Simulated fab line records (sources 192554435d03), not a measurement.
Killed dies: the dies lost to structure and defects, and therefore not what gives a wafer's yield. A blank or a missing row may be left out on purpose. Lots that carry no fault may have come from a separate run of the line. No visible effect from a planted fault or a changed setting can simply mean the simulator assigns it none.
Matching of chambers | flow n5Finfet | N5_BEOL_M7_ILD_DEP_00 on pecvd-01: 3 sister chambers
The step deposits SiCOH lowk from DEMS/porogen, target thk 179.75 nm, time 33.4 s. 14 wafers are shown with their chamber, then 7 later ones without.

== EACH WAFER AND ITS CHAMBER ==
wafer  | chamber | throttleValvePct (%) | heaterPowerW (W) | rfFwdPowerW (W)
L074.1 | 1       | 14.9                 | 324              | 497.0
L074.3 | 0       | 13.2                 | 387              | 496.7
L074.5 | 0       | 13.1                 | 399              | 500.1
L077.1 | 1       | 15.1                 | 288              | 497.4
L077.3 | 1       | 15.2                 | 290              | 498.1
L077.5 | 1       | 14.3                 | 293              | 496.2
L082.2 | 1       | 14.8                 | 301              | 494.8
L082.4 | 1       | 15.0                 | 309              | 495.1
L082.6 | 2       | 12.6                 | 275              | 491.8
L083.2 | 0       | 13.4                 | 361              | 495.8
L083.4 | 2       | 12.1                 | 249              | 491.7
L083.5 | 1       | 14.5                 | 288              | 499.8
L088.2 | 1       | 14.6                 | 316              | 496.6
L088.3 | 0       | 13.2                 | 387              | 497.1

SIGNATURES (means of the wafers above)
reading          | chamber 0 | chamber 1 | chamber 2 | scatter within a chamber
throttleValvePct | 13.225    | 14.800    | 12.350    | 0.278
heaterPowerW     | 383.50    | 301.12    | 262.00    | 14.9
rfFwdPowerW      | 497.425   | 496.875   | 491.750   | 1.62
Rule: a wafer lies at a distance from a chamber equal to the root of the sum of squares, over the readings, of (its reading less the chamber's mean, divided by the reading's scatter). If the next closest chamber is less than 2 further off than the closest, the wafer can't be placed; otherwise it belongs to the closest. How the scatter is found: for the shown wafers, subtract from each reading the mean of its chamber, square and add these, divide the total by (wafers less chambers), then take the root.

== WAFERS WITH NO CHAMBER GIVEN ==
wafer  | throttleValvePct (%) | heaterPowerW (W) | rfFwdPowerW (W)
L088.5 | 12.5                 | 244              | 492.2
L091.2 | 13.1                 | 379              | 497.7
L091.4 | 14.6                 | 272              | 497.9
L091.6 | 12.5                 | 263              | 493.3
L096.1 | 12.5                 | 286              | 495.9
L096.2 | 14.8                 | 300              | 497.8
L096.3 | 13.2                 | 345              | 497.1

== WHICH CHAMBER EACH WENT THROUGH ==
wafer  | from the rows above | in truth
L088.5 | 2                   | 2
L091.2 | 0                   | 0
L091.4 | 1                   | 1
L091.6 | 2                   | 2
L096.1 | 2                   | 2
L096.2 | 1                   | 1
L096.3 | 0                   | 0
7 of 7 placed correctly. Not placeable from these rows: 0. Wrongly placed: 0.
